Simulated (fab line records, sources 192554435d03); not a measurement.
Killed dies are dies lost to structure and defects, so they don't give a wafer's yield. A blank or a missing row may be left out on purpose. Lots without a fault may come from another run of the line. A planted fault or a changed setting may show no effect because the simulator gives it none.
Split-lot experiment | flow n5_finfet | 7 lots, 21 wafers read, on a route of 1938 steps

THE SPLIT
At N5_BEOL_M11_TRENCH_ETCH_37 (etches SiCOH lowk in C4F6/O2, target depth 148.83 nm, time 48 s), the setting bias_w was moved away from the recipe's 185 W on 7 of the 21 wafers read, by -13.8% to +17.0%. The other wafers ran this setting at the recipe's value.

The reading is taken at the split's own step.

THE READING
rf_vpp_V, in V, at N5_BEOL_M11_TRENCH_ETCH_37 (etches SiCOH lowk in C4F6/O2, target depth 148.83 nm, time 48 s). Fault-free wafers of this fab line usually give 666 V, standard deviation 11 V.

wafer  | tool, chamber at the split | bias_w as run, W | against the recipe | rf_vpp_V, V | against lot-mates on the recipe
L081.1 | rie_diel-01, 3             | 200.1            | +8.2%              | 701         | +52
L081.3 | rie_diel-01, 2             | 185              | recipe             | 649         | -
L081.6 | rie_diel-01, 3             | 200.1            | +8.2%              | 703         | +54
L084.4 | rie_diel-06, 1             | 185              | recipe             | 665         | -
L084.5 | rie_diel-06, 3             | 185              | recipe             | 660         | -
L084.6 | rie_diel-06, 0             | 185              | recipe             | 667         | -
L088.2 | rie_diel-06, 2             | 216.5            | +17.0%             | 754         | +86
L088.5 | rie_diel-06, 1             | 185              | recipe             | 668         | -
L088.6 | rie_diel-06, 0             | 216.5            | +17.0%             | 757         | +89
L087.1 | rie_diel-01, 2             | 185              | recipe             | 649         | -
L087.4 | rie_diel-01, 0             | 185              | recipe             | 659         | -
L087.5 | rie_diel-01, 0             | 185              | recipe             | 661         | -
L089.3 | rie_diel-05, 0             | 185              | recipe             | 679         | -
L089.5 | rie_diel-05, 2             | 185              | recipe             | 681         | -
L089.6 | rie_diel-05, 1             | 185              | recipe             | 668         | -
L095.1 | rie_diel-06, 2             | 185              | recipe             | 665         | -
L095.3 | rie_diel-06, 3             | 159.5            | -13.8%             | 585         | -80
L095.6 | rie_diel-06, 0             | 159.5            | -13.8%             | 595         | -70
L097.1 | rie_diel-01, 1             | 167.8            | -9.3%              | 634         | -38
L097.5 | rie_diel-01, 0             | 185              | recipe             | 659         | -
L097.6 | rie_diel-01, 1             | 185              | recipe             | 686         | -

THE FIT
A straight line over all 21 wafers: rf_vpp_V changes by +5.12 V for each +1% of bias_w; r = +0.97; the points scatter about the line by 10 V.
The same after taking each lot's own level away (the mean of its wafers on the recipe; 21 wafers): +5.3 V for each +1%; r = +0.99; scatter 7 V.
On that fit, the largest move of bias_w shifts the reading by 90 V.
The lots' own levels span 649.0 to 676.0 V, that is 2.5 times the standard deviation above.
So the lot-to-lot level changes the slope little: the two slopes agree.
Check: with one of the wafers moved furthest among these (+17.0%) left out of the fit, the line predicts +93.4 V for it against its lot-mates. It came out at +86 V against them.
Tool readings at the split's step, against how far the setting was moved: rf_vpp_V r = +0.97.

OTHER SPLITS ON THESE WAFERS
These wafers also went through other splits before the reading. Each is held against what the fit with the lots' levels taken away leaves over:
other split on the same wafers             | wafers away from the commonest value | r with rf_vpp_V (lot level and that fit taken away)
N5_BEOL_M6_ALD_77 co_reactant_pulse_time_s | 6                                    | -0.07
N5_BEOL_M9_COAT_05 spin_rpm                | 6                                    | -0.06
N5_BEOL_M9_DESCUM_16 time_s                | 7                                    | +0.02
N5_BEOL_M9_EXPOSE_25 dose_mj               | 9                                    | -0.41
N5_BEOL_M9_ETCH_66 time_s                  | 4                                    | -0.12
N5_BEOL_M10_ETCH_41 source_w               | 4                                    | -0.18

THE FILE'S OWN FIT
rf_vpp_V changes by +5.24 V for each +1% of bias_w, r = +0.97.
